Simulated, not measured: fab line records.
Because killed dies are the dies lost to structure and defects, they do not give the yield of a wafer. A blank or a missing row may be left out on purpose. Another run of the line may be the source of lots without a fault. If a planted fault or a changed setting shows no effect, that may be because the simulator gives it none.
fab line records -- flow n5-finfet -- part 1 of 2: steps 1 to 20 of 31
record lots=5, wafers=15, last-day=16
route steps=1938 shown SD_EPI_N@291 SD_EPI_P@295
lots that met no fault: from a run of the same line without faults
start-h: hours from the record's first day to the start of the lot's first wafer shown -- wait-h: hours elapsed since this lot's preceding step -- " identical to the entry in the row above -- L1.1+2: one row covering several wafers at once -- - no value present, or no start provided -- * or withheld: withheld -- < > ~ a bound
route shown NAME@n: names a module that has steps shown in the file, with the first one's number in the route -- usual: mean and standard deviation over wafers with no fault -- same: alike in all rows -- chamber/n: place in a boat -- sites: per-site readings -- _std_site: the standard deviation of these -- _edge_site: inner sites' mean taken away from outer sites' mean -- radius-mm: how far each site lies from the wafer's centre -- mask NAME#n: copy n -- behind: the last tool/chamber to shape the wafer -- hold: why the lot went on hold/how many hours it stayed there/how the hold came to an end -- device: the n, p or np transistor that did not switch -- end of line: the same wafers' tests at the end of the route -- for a step that has no rows: nothing shown but its recipe -- killed: not the wafer's yield, but the dies lost to structure and defects at the first sort -- map: the dies of a wafer, with x for killed, . for not killed, _ for no die there
set.NAME: the setting that was run; set.NAME@STEP: the one run at that earlier step -- model.NAME: the simulator's own value behind a step, which no gauge read
a table for each step, a row for each wafer; lots at some steps of the route
services: when a tool's chamber went out of use (start-h, in hours from the record's first day, below 0 if earlier), for how many hours, and the reason
## steps
# step N5_SD_EPI_N_SRD_25
# recipe time-s=30, temp-c=23, rinse-liquid=diw, dry=ipa-marangoni
lot.wafer,tool,chamber,start-h,wait-h
L077.2+4+5,wet-bench-05,"7,6,5",71.39,0.0
L079.2+4+6,wet-bench-03,"6,1,2",84.63,0.0
L084.1+3+4,wet-bench-05,"0,6,2",113.51,0.0
L088.4+5+6,wet-bench-03,"3,6,5",136.29,0.0
L089.2+4+6,wet-bench-03,"7,3,0",147.59,0.0
# step N5_SD_EPI_N_PRECLEAN_49
# recipe chemistry=NF3:NH3, afs-cycles=1, temp-c=30, time-s=20, sublimation-temp-c=180, sublimation-time-s=60, pressure-torr=3, rf-power-w=30
# same afs-cycles=1
lot.wafer,tool,chamber,start-h,wait-h
L077.2+4+5,remote-plasma-02,0,71.46,0.1
L079.2+4+6,remote-plasma-01,0,84.70,0.1
L084.1+3+4,remote-plasma-01,0,113.55,0.0
L088.4+5+6,remote-plasma-02,1,136.43,0.1
L089.2+4+6,remote-plasma-01,1,147.67,0.1
# step N5_SD_EPI_N_LINER_46
# recipe material=SiNx, target-thk-a=30, temp-c=400, ald-precursor-family=SiH2I2, ald-co-reactant=N2/H2-plasma, pressure-torr=2
# usual heater-power-outer-w=516/65, heater-power-w=848/98
lot.wafer,tool,chamber,start-h,wait-h,heater-power-outer-w,heater-power-w
L077.2,ald-sin-02,3,71.91,0.4,526,839
L077.4,ald-sin-02,1,71.91,0.4,527,922
L077.5,ald-sin-02,1,71.91,0.4,514,935
L079.2,ald-sin-02,1,84.87,0.1,517,941
L079.4,ald-sin-02,0,84.87,0.1,479,790
L079.6,ald-sin-02,2,84.87,0.1,626,874
L084.1,ald-sin-02,3,113.75,0.2,504,796
L084.3,ald-sin-02,1,113.75,0.2,513,879
L084.4,ald-sin-02,2,113.75,0.2,607,862
L088.4,ald-sin-01,2,136.54,0.1,488,811
L088.5,ald-sin-01,3,136.54,0.1,606,1034
L088.6,ald-sin-01,2,136.54,0.1,477,783
L089.2,ald-sin-01,3,148.02,0.3,615,988
L089.4,ald-sin-01,2,148.02,0.3,470,800
L089.6,ald-sin-01,3,148.02,0.3,602,1000
# step N5_SD_EPI_N_INSPECT_26
# recipe inspect-instrument=darkfield, mode=post-epi
# usual raw-defect-count=205/37
lot.wafer,tool,chamber,start-h,wait-h,raw-defect-count
L077.2,defect-inspect-01,-,72.17,0.1,188
L077.4,defect-inspect-01,-,72.17,0.1,247
L077.5,defect-inspect-01,-,72.17,0.1,219
L079.2,defect-inspect-02,-,85.13,0.1,207
L079.4,defect-inspect-02,-,85.13,0.1,161
L079.6,defect-inspect-02,-,85.13,0.1,168
L084.1,defect-inspect-02,-,114.02,0.2,217
L084.3,defect-inspect-02,-,114.02,0.2,128
L084.4,defect-inspect-02,-,114.02,0.2,221
L088.4,defect-inspect-02,-,136.79,0.1,238
L088.5,defect-inspect-02,-,136.79,0.1,264
L088.6,defect-inspect-02,-,136.79,0.1,230
L089.2,defect-inspect-02,-,148.27,0.1,200
L089.4,defect-inspect-02,-,148.27,0.1,204
L089.6,defect-inspect-02,-,148.27,0.1,162
# step N5_SD_EPI_P_COAT_34
# recipe resist=SOC, temp-c=250, time-s=60, spin-rpm=1500, resist-thk-nm=350
# usual resist-line-temp-C=23.00/0.12
lot.wafer,tool,chamber,start-h,wait-h,resist-line-temp-C
L077.2,litho-track-02,0,72.20,0.0,23.01
L077.4,litho-track-02,0,72.20,0.0,23.02
L077.5,litho-track-02,0,72.20,0.0,23.24
L079.2,litho-track-02,0,85.16,0.0,22.91
L079.4,litho-track-02,0,85.16,0.0,22.96
L079.6,litho-track-02,0,85.16,0.0,22.99
L084.1,litho-track-04,0,114.05,0.0,22.99
L084.3,litho-track-04,0,114.05,0.0,22.90
L084.4,litho-track-04,0,114.05,0.0,23.06
L088.4,litho-track-02,0,136.82,0.0,23.07
L088.5,litho-track-02,0,136.82,0.0,22.89
L088.6,litho-track-02,0,136.82,0.0,23.08
L089.2,litho-track-04,0,148.30,0.0,22.85
L089.4,litho-track-04,0,148.30,0.0,23.12
L089.6,litho-track-04,0,148.30,0.0,23.01
# step N5_SD_EPI_P_COAT_35
# recipe resist=SiARC, temp-c=220, time-s=60, spin-rpm=1500, resist-thk-nm=35
# usual resist-line-temp-C=23.01/0.097
lot.wafer,tool,chamber,start-h,wait-h,resist-line-temp-C
L077.2,litho-track-02,0,-,-,23.01
L077.4,litho-track-02,0,-,-,23.16
L077.5,litho-track-02,0,-,-,23.01
L079.2,litho-track-02,0,-,-,22.94
L079.4,litho-track-02,0,-,-,22.91
L079.6,litho-track-02,0,-,-,22.90
L084.1,litho-track-04,0,-,-,23.09
L084.3,litho-track-04,0,-,-,23.22
L084.4,litho-track-04,0,-,-,23.17
L088.4,litho-track-02,0,-,-,23.14
L088.5,litho-track-02,0,-,-,23.08
L088.6,litho-track-02,0,-,-,22.89
L089.2,litho-track-04,0,-,-,22.96
L089.4,litho-track-04,0,-,-,22.98
L089.6,litho-track-04,0,-,-,22.95
# step N5_SD_EPI_P_COAT_03
# recipe resist=CAR-ArF-block, spin-rpm=1500, resist-thk-nm=150
# usual resist-line-temp-C=23.01/0.1
lot.wafer,tool,chamber,start-h,wait-h,resist-line-temp-C
L077.2,litho-track-02,0,-,-,23.03
L077.4,litho-track-02,0,-,-,22.95
L077.5,litho-track-02,0,-,-,23.10
L079.2,litho-track-02,0,-,-,22.93
L079.4,litho-track-02,0,-,-,22.93
L079.6,litho-track-02,0,-,-,23.11
L084.1,litho-track-04,0,-,-,22.94
L084.3,litho-track-04,0,-,-,23.00
L084.4,litho-track-04,0,-,-,22.92
L088.4,litho-track-02,0,-,-,23.18
L088.5,litho-track-02,0,-,-,23.04
L088.6,litho-track-02,0,-,-,23.14
L089.2,litho-track-04,0,-,-,22.84
L089.4,litho-track-04,0,-,-,22.83
L089.6,litho-track-04,0,-,-,22.91
# step N5_SD_EPI_P_EBR_05
# recipe solvent=PGMEA, ebr-width-mm=1.5
# usual resist-line-temp-C=22.99/0.11
lot.wafer,tool,chamber,start-h,wait-h,resist-line-temp-C
L077.2,litho-track-02,0,-,-,23.03
L077.4,litho-track-02,0,-,-,22.97
L077.5,litho-track-02,0,-,-,23.12
L079.2,litho-track-02,0,-,-,22.90
L079.4,litho-track-02,0,-,-,23.00
L079.6,litho-track-02,0,-,-,22.96
L084.1,litho-track-04,0,-,-,22.89
L084.3,litho-track-04,0,-,-,23.03
L084.4,litho-track-04,0,-,-,22.95
L088.4,litho-track-02,0,-,-,23.00
L088.5,litho-track-02,0,-,-,22.79
L088.6,litho-track-02,0,-,-,22.96
L089.2,litho-track-04,0,-,-,22.97
L089.4,litho-track-04,0,-,-,22.95
L089.6,litho-track-04,0,-,-,23.00
# step N5_SD_EPI_P_SOFTBAKE_04
# recipe temp-c=110, time-s=60, resist=CAR-ArF-block
# usual resist-line-temp-C=22.99/0.1
lot.wafer,tool,chamber,start-h,wait-h,resist-line-temp-C
L077.2,litho-track-02,0,-,-,23.04
L077.4,litho-track-02,0,-,-,23.00
L077.5,litho-track-02,0,-,-,23.11
L079.2,litho-track-02,0,-,-,22.99
L079.4,litho-track-02,0,-,-,22.93
L079.6,litho-track-02,0,-,-,23.07
L084.1,litho-track-04,0,-,-,22.84
L084.3,litho-track-04,0,-,-,22.95
L084.4,litho-track-04,0,-,-,22.90
L088.4,litho-track-02,0,-,-,22.93
L088.5,litho-track-02,0,-,-,23.19
L088.6,litho-track-02,0,-,-,22.93
L089.2,litho-track-04,0,-,-,23.10
L089.4,litho-track-04,0,-,-,23.02
L089.6,litho-track-04,0,-,-,23.19
# step N5_SD_EPI_P_EXPOSE_06
# recipe mask-id=SD_P_BLK, na=1.35, source-shape=conventional, sigma-outer=0.8, polarization=unpolarized, target-cd-nm=240, dose-mj=39.5
# usual stage-vel-mm-s=499.96/0.24
lot.wafer,tool,chamber,start-h,wait-h,mask,stage-vel-mm-s
L077.2,arfi-scanner-01,0,72.45,-,SD_P_BLK#0,499.73
L077.4,arfi-scanner-01,0,72.45,-,SD_P_BLK#0,500.00
L077.5,arfi-scanner-01,0,72.45,-,SD_P_BLK#0,499.97
L079.2,arfi-scanner-01,0,85.28,-,SD_P_BLK#0,500.12
L079.4,arfi-scanner-01,0,85.28,-,SD_P_BLK#0,499.87
L079.6,arfi-scanner-01,0,85.28,-,SD_P_BLK#0,500.02
L084.1,arfi-scanner-01,0,114.17,-,SD_P_BLK#0,500.11
L084.3,arfi-scanner-01,0,114.17,-,SD_P_BLK#0,500.09
L084.4,arfi-scanner-01,0,114.17,-,SD_P_BLK#0,500.33
L088.4,arfi-scanner-03,0,136.96,-,SD_P_BLK#0,499.75
L088.5,arfi-scanner-03,0,136.96,-,SD_P_BLK#0,500.01
L088.6,arfi-scanner-03,0,136.96,-,SD_P_BLK#0,500.53
L089.2,arfi-scanner-01,0,148.55,-,SD_P_BLK#0,500.15
L089.4,arfi-scanner-01,0,148.55,-,SD_P_BLK#0,500.02
L089.6,arfi-scanner-01,0,148.55,-,SD_P_BLK#0,500.12
# step N5_SD_EPI_P_PEB_07
# recipe peb-temp-c=110, peb-time-s=60, resist=CAR-ArF-block
# usual resist-line-temp-C=23.00/0.1
lot.wafer,tool,chamber,start-h,wait-h,resist-line-temp-C
L077.2,litho-track-01,0,72.50,0.0,22.87
L077.4,litho-track-01,0,72.50,0.0,22.98
L077.5,litho-track-01,0,72.50,0.0,22.92
L079.2,litho-track-02,0,85.33,0.0,23.05
L079.4,litho-track-02,0,85.33,0.0,23.03
L079.6,litho-track-02,0,85.33,0.0,23.03
L084.1,litho-track-04,0,114.22,0.1,23.01
L084.3,litho-track-04,0,114.22,0.1,23.15
L084.4,litho-track-04,0,114.22,0.1,23.05
L088.4,litho-track-01,0,137.00,0.0,23.03
L088.5,litho-track-01,0,137.00,0.0,23.03
L088.6,litho-track-01,0,137.00,0.0,22.95
L089.2,litho-track-01,0,148.60,0.0,23.03
L089.4,litho-track-01,0,148.60,0.0,23.04
L089.6,litho-track-01,0,148.60,0.0,23.10
# step N5_SD_EPI_P_DEVELOP_08
# recipe develop-time-s=30, developer=TMAH, resist=CAR-ArF-block, dev-temp-c=23, rinse-liquid=diw, dry=air-spin
# usual resist-line-temp-C=22.98/0.1
lot.wafer,tool,chamber,start-h,wait-h,resist-line-temp-C
L077.2,litho-track-01,0,-,-,22.97
L077.4,litho-track-01,0,-,-,22.97
L077.5,litho-track-01,0,-,-,23.13
L079.2,litho-track-02,0,-,-,23.12
L079.4,litho-track-02,0,-,-,22.96
L079.6,litho-track-02,0,-,-,23.21
L084.1,litho-track-04,0,-,-,22.99
L084.3,litho-track-04,0,-,-,22.96
L084.4,litho-track-04,0,-,-,23.25
L088.4,litho-track-01,0,-,-,22.94
L088.5,litho-track-01,0,-,-,23.07
L088.6,litho-track-01,0,-,-,23.11
L089.2,litho-track-01,0,-,-,23.08
L089.4,litho-track-01,0,-,-,22.85
L089.6,litho-track-01,0,-,-,23.08
# step N5_SD_EPI_P_CD_MEAS_09
# recipe target-cd-nm=240, landing-energy-ev=500, detector=se-inlens
# usual cd-nm=240.0/0.91
# same landing-energy-ev=500
lot.wafer,tool,chamber,start-h,wait-h,cd-nm
L077.2,cd-sem-03,0,72.56,-,240.4
L077.4,cd-sem-03,0,72.56,-,240.8
L077.5,cd-sem-03,0,72.56,-,240.3
L079.2,cd-sem-01,0,85.40,-,238.6
L079.4,cd-sem-01,0,85.40,-,239.1
L079.6,cd-sem-01,0,85.40,-,238.3
L084.1,cd-sem-03,0,114.29,-,239.7
L084.3,cd-sem-03,0,114.29,-,240.4
L084.4,cd-sem-03,0,114.29,-,240.5
L088.4,cd-sem-01,0,137.07,-,240.9
L088.5,cd-sem-01,0,137.07,-,240.1
L088.6,cd-sem-01,0,137.07,-,239.3
L089.2,cd-sem-03,0,148.67,-,240.1
L089.4,cd-sem-03,0,148.67,-,240.6
L089.6,cd-sem-03,0,148.67,-,241.3
# step N5_SD_EPI_P_OVL_MEAS_10
# recipe points-per-wafer=44
# usual SD_P_BLK_OVL=-0.4/0.69
lot.wafer,tool,chamber,start-h,wait-h,SD_P_BLK_OVL[nm]
L077.2,overlay-01,0,72.59,0.0,-0.6
L077.4,overlay-01,0,72.59,0.0,-0.2
L077.5,overlay-01,0,72.59,0.0,-1.1
L079.2,overlay-01,0,85.43,0.0,-0.5
L079.4,overlay-01,0,85.43,0.0,-1.1
L079.6,overlay-01,0,85.43,0.0,-0.5
L084.1,overlay-01,0,114.32,0.0,-1.0
L084.3,overlay-01,0,114.32,0.0,-1.6
L084.4,overlay-01,0,114.32,0.0,-0.1
L088.4,overlay-01,0,137.10,0.0,0.0
L088.5,overlay-01,0,137.10,0.0,0.0
L088.6,overlay-01,0,137.10,0.0,-0.1
L089.2,overlay-02,0,148.70,0.0,-1.3
L089.4,overlay-02,0,148.70,0.0,-0.3
L089.6,overlay-02,0,148.70,0.0,-0.3
# step N5_SD_EPI_P_INSPECT_11
# recipe mode=adi, inspect-instrument=macro
# usual raw-defect-count=2.0/1.5
lot.wafer,tool,chamber,start-h,wait-h,raw-defect-count
L077.2,defect-inspect-02,-,72.62,0.0,2
L077.4,defect-inspect-02,-,72.62,0.0,3
L077.5,defect-inspect-02,-,72.62,0.0,4
L079.2,defect-inspect-02,-,85.45,0.0,1
L079.4,defect-inspect-02,-,85.45,0.0,3
L079.6,defect-inspect-02,-,85.45,0.0,0
L084.1,defect-inspect-02,-,114.35,0.0,4
L084.3,defect-inspect-02,-,114.35,0.0,2
L084.4,defect-inspect-02,-,114.35,0.0,1
L088.4,defect-inspect-02,-,137.12,0.0,0
L088.5,defect-inspect-02,-,137.12,0.0,0
L088.6,defect-inspect-02,-,137.12,0.0,1
L089.2,defect-inspect-01,-,148.72,0.0,4
L089.4,defect-inspect-01,-,148.72,0.0,1
L089.6,defect-inspect-01,-,148.72,0.0,1
# step N5_SD_EPI_P_DESCUM_14
# recipe chemistry=O2, time-s=7.9, source-power-w=50, bias-power-w=20, pressure-mtorr=20, rf-frequency-hz=2.712e+07, temp-c=40, resist=CAR-ArF-block, o2-flow-sccm=225
# usual drypump-motor-current-A=5.6/0.31, oes-product-au=0.74/0.067, rf-vpp-V=243.3/1.2, showerhead-plenum-p-Torr=2.09/0.062, throttle-valve-pct=20.41/0.23
lot.wafer,tool,chamber,start-h,wait-h,drypump-motor-current-A,oes-product-au,rf-hours-counter-h,rf-vpp-V,showerhead-plenum-p-Torr,throttle-valve-pct
L077.2,rie-diel-04,1,72.88,0.3,6.0,0.76,138,244.6,2.16,20.17
L077.4,rie-diel-04,2,72.88,0.3,5.8,0.71,215,242.4,2.06,20.24
L077.5,rie-diel-04,3,72.88,0.3,5.5,0.73,-,241.3,2.00,20.71
L079.2,rie-diel-02,1,85.49,0.0,5.8,0.70,205,243.0,2.18,20.47
L079.4,rie-diel-02,2,85.49,0.0,5.7,0.70,211,244.5,2.15,20.39
L079.6,rie-diel-02,1,85.49,0.0,5.8,0.71,-,242.7,2.18,20.49
L084.1,rie-diel-04,3,114.38,0.0,5.5,0.72,201,242.7,1.99,20.75
L084.3,rie-diel-04,2,114.38,0.0,5.8,0.69,225,244.6,2.06,20.24
L084.4,rie-diel-04,0,114.38,0.0,5.7,0.73,164,243.0,2.09,20.79
L088.4,rie-diel-04,3,137.15,0.0,5.5,0.71,207,242.4,1.99,20.72
L088.5,rie-diel-04,1,137.15,0.0,5.9,0.74,-,244.3,2.16,20.19
L088.6,rie-diel-04,2,137.15,0.0,5.8,0.69,-,241.1,2.05,20.25
L089.2,rie-diel-04,1,149.75,1.0,5.9,0.76,160,245.6,2.16,20.21
L089.4,rie-diel-04,2,149.75,1.0,5.8,0.68,237,243.1,2.05,20.26
L089.6,rie-diel-04,3,149.75,1.0,5.5,0.72,-,242.5,1.99,20.75
# step N5_SD_EPI_P_ETCH_36
# recipe chemistry=CF4, target=SiARC, target-depth-a=455, mask-material=CAR-ArF-block, time-s=75.8, ion-energy-ev=80, pressure-mtorr=40, source-w=545, bias-w=36, Ar_flow_sccm=100, cf4-flow-sccm=100, ends=cleared
# usual drypump-motor-current-A=5.6/0.31, etch-rf-on-time-s=77.0/1.9, oes-product-au=0.63/0.06, rf-vpp-V=184.1/1.1, showerhead-plenum-p-Torr=2.14/0.062, throttle-valve-pct=15.65/0.19
lot.wafer,tool,chamber,start-h,wait-h,drypump-motor-current-A,etch-rf-on-time-s,oes-product-au,rf-hours-counter-h,rf-vpp-V,showerhead-plenum-p-Torr,throttle-valve-pct
L077.2,rie-diel-04,1,72.92,0.0,5.9,76.1,0.63,138,185.1,2.24,15.51
L077.4,rie-diel-04,2,72.92,0.0,5.8,76.6,0.60,215,183.1,2.13,15.64
L077.5,rie-diel-04,3,72.92,0.0,5.5,73.5,0.63,-,183.2,2.04,15.89
L079.2,rie-diel-02,1,85.52,0.0,5.9,78.2,0.58,205,185.9,2.21,15.58
L079.4,rie-diel-02,2,85.52,0.0,5.7,75.5,0.60,211,184.4,2.21,15.63
L079.6,rie-diel-02,1,85.52,0.0,5.9,78.9,0.58,-,183.7,2.21,15.57
L084.1,rie-diel-04,3,114.41,0.0,5.5,73.4,0.63,201,181.3,2.04,15.91
L084.3,rie-diel-04,2,114.41,0.0,5.7,76.4,0.59,225,184.1,2.12,15.63
L084.4,rie-diel-04,0,114.41,0.0,5.7,79.4,0.62,164,185.0,2.13,15.89
L088.4,rie-diel-04,3,137.19,0.0,5.5,74.4,0.61,207,183.8,2.03,15.94
L088.5,rie-diel-04,1,137.19,0.0,5.9,76.4,0.63,-,186.0,2.23,15.57
L088.6,rie-diel-04,2,137.19,0.0,5.8,77.6,0.59,-,182.8,2.12,15.66
L089.2,rie-diel-04,1,149.78,0.0,5.9,76.7,0.63,160,184.5,2.23,15.56
L089.4,rie-diel-04,2,149.78,0.0,5.8,77.5,0.58,237,182.8,2.12,15.68
L089.6,rie-diel-04,3,149.78,0.0,5.5,74.4,0.61,-,182.3,2.03,15.94
# step N5_SD_EPI_P_ETCH_37
# recipe chemistry=N2/H2, target=SOC, overetch-a=1080, mask-material=SiARC, temp-c=40, ion-energy-ev=100, source-w=3000, bias-w=133, pressure-mtorr=20, time-s=486, n2-flow-sccm=200, h2-flow-sccm=200, ends=end-point
# usual drypump-motor-current-A=5.6/0.31, oes-product-au=0.66/0.058, rf-vpp-V=240.7/1.3, showerhead-plenum-p-Torr=2.54/0.079, throttle-valve-pct=23.80/0.27
lot.wafer,tool,chamber,start-h,wait-h,drypump-motor-current-A,oes-product-au,rf-hours-counter-h,rf-vpp-V,showerhead-plenum-p-Torr,throttle-valve-pct
L077.2,rie-diel-04,1,72.98,0.0,5.9,0.67,138,242.6,2.67,23.89
L077.4,rie-diel-04,2,72.98,0.0,5.7,0.63,215,240.5,2.53,23.79
L077.5,rie-diel-04,3,72.98,0.0,5.5,0.64,-,240.8,2.42,24.00
L079.2,rie-diel-02,1,85.58,0.0,5.8,0.62,205,241.4,2.64,23.75
L079.4,rie-diel-02,2,85.58,0.0,5.7,0.62,211,240.4,2.63,24.18
L079.6,rie-diel-02,1,85.58,0.0,5.8,0.63,-,241.0,2.64,23.76
L084.1,rie-diel-04,3,114.47,0.0,5.5,0.65,201,240.8,2.41,24.00
L084.3,rie-diel-04,2,114.47,0.0,5.7,0.63,225,239.7,2.52,23.82
L084.4,rie-diel-04,0,114.47,0.0,5.7,0.67,164,241.2,2.52,23.93
L088.4,rie-diel-04,3,137.24,0.0,5.5,0.64,207,237.7,2.41,24.01
L088.5,rie-diel-04,1,137.24,0.0,5.9,0.66,-,240.9,2.66,23.91
L088.6,rie-diel-04,2,137.24,0.0,5.8,0.62,-,240.1,2.52,23.84
L089.2,rie-diel-04,1,149.84,0.0,5.9,0.66,160,241.7,2.66,23.91
L089.4,rie-diel-04,2,149.84,0.0,5.7,0.62,237,240.6,2.52,23.83
L089.6,rie-diel-04,3,149.84,0.0,5.5,0.63,-,239.3,2.41,24.02
# step N5_SD_EPI_P_STRIP_38
# recipe chemistry=N2/H2, temp-c=40, n2-flow-sccm=200, h2-flow-sccm=200, rf-frequency-hz=6e+07
lot.wafer,tool,chamber,start-h,wait-h
L077.2+4+5,rie-diel-04,"1,2,3",73.29,0.2
L079.2+4+6,rie-diel-02,"1,2,1",85.89,0.2
L084.1+3+4,rie-diel-04,"3,2,0",114.79,0.2
L088.4+5+6,rie-diel-04,"3,1,2",137.56,0.2
L089.2+4+6,rie-diel-04,"1,2,3",150.15,0.2
# step N5_SD_EPI_P_ETCHBACK_46
# recipe chemistry=CH3F/O2, mode=anisotropic-etchback, target=SiNx, target-depth-a=175, stop-on=SiO2, over-etch-frac=0.3, ion-energy-ev=120, pressure-mtorr=30, source-w=395, bias-w=73, Ar_flow_sccm=150, CH3F_flow_sccm=30, O2_flow_sccm=20
# usual drypump-motor-current-A=5.6/0.31, oes_f_703_au=0.73/0.07, oes-product-au=0.63/0.055, rf-vpp-V=299/3.1, showerhead-plenum-p-Torr=2.00/0.062, throttle-valve-pct=16.39/0.2
lot.wafer,tool,chamber,start-h,wait-h,drypump-motor-current-A,oes_f_703_au,oes-product-au,rf-hours-counter-h,rf-vpp-V,showerhead-plenum-p-Torr,throttle-valve-pct
L077.2,rie-diel-04,1,73.30,0.0,5.9,0.73,0.64,138,302,2.09,16.24
L077.4,rie-diel-04,2,73.30,0.0,5.7,0.70,0.60,215,296,1.99,16.38
L077.5,rie-diel-04,3,73.30,0.0,5.5,0.72,0.63,-,303,1.90,16.59
L079.2,rie-diel-02,1,85.90,0.0,5.9,0.68,0.59,206,299,2.07,16.38
L079.4,rie-diel-02,2,85.90,0.0,5.7,0.71,0.60,211,300,2.07,16.39
L079.6,rie-diel-02,1,85.90,0.0,5.8,0.68,0.59,-,297,2.07,16.39
L084.1,rie-diel-04,3,114.80,0.0,5.5,0.73,0.61,201,302,1.89,16.63
L084.3,rie-diel-04,2,114.80,0.0,5.8,0.70,0.60,225,295,1.99,16.38
L084.4,rie-diel-04,0,114.80,0.0,5.7,0.70,0.63,164,302,2.00,16.70
L088.4,rie-diel-04,3,137.57,0.0,5.5,0.71,0.62,207,302,1.89,16.63
L088.5,rie-diel-04,1,137.57,0.0,5.9,0.71,0.63,-,301,2.08,16.28
L088.6,rie-diel-04,2,137.57,0.0,5.8,0.70,0.60,-,296,1.98,16.42
L089.2,rie-diel-04,1,150.16,0.0,5.9,0.70,0.63,160,299,2.08,16.29
L089.4,rie-diel-04,2,150.16,0.0,5.8,0.69,0.59,237,295,1.98,16.42
L089.6,rie-diel-04,3,150.16,0.0,5.5,0.72,0.61,-,302,1.89,16.63
